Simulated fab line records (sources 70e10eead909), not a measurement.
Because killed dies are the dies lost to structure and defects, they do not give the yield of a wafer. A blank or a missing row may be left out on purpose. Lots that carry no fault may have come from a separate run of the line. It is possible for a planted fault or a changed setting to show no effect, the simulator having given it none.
Which tool did it? -- flow nand harc -- route of 1302 steps, sampled at 1 step: 7 lots, 21 wafers

## WHAT THE GAUGES READ, wafer by wafer
NHARC_P_CONTACT_INSPECT_27.
lot,measured,on,raw defect count
L834,day 6 16:00,defect inspect-02,230 177 197
L840,day 8 23:01,defect inspect-01,431 298 638
L845,day 11 04:32,defect inspect-02,266 244 288
L850,day 13 08:46,defect inspect-02,201 337 477
L852,day 14 05:26,defect inspect-02,806 466 512
L854,day 14 20:56,defect inspect-02,231 337 221
L856,day 15 18:38,defect inspect-02,361 409 303

## WHAT TOOL EACH LOT RAN ON (gives the tool, then ch and the chambers of the sampled wafers, and finally the start)
Record: no process step prior to these readings.

## THE ANSWER, worked out from the rows above alone
Rule: the lots themselves supply what counts as usual. The widest of any qualifying gaps counts: lots, ordered by their means at a reading, are off when they make up no more than a third of the lots, leave a main group of 4 or more, and stand apart from it by 3 or more times the standard deviation of that group's means. The tables above print the reading to a certain number of digits; a main group whose means all agree to those digits is not used. Also off: a lot with no number at a reading for which 4 or more lots have one. Where the step has rows for the other lots, those lots are counted as sound.
No lot is off at any reading shown: from this, nothing can be told.

## WHAT WAS PUT IN BY THE SIMULATOR
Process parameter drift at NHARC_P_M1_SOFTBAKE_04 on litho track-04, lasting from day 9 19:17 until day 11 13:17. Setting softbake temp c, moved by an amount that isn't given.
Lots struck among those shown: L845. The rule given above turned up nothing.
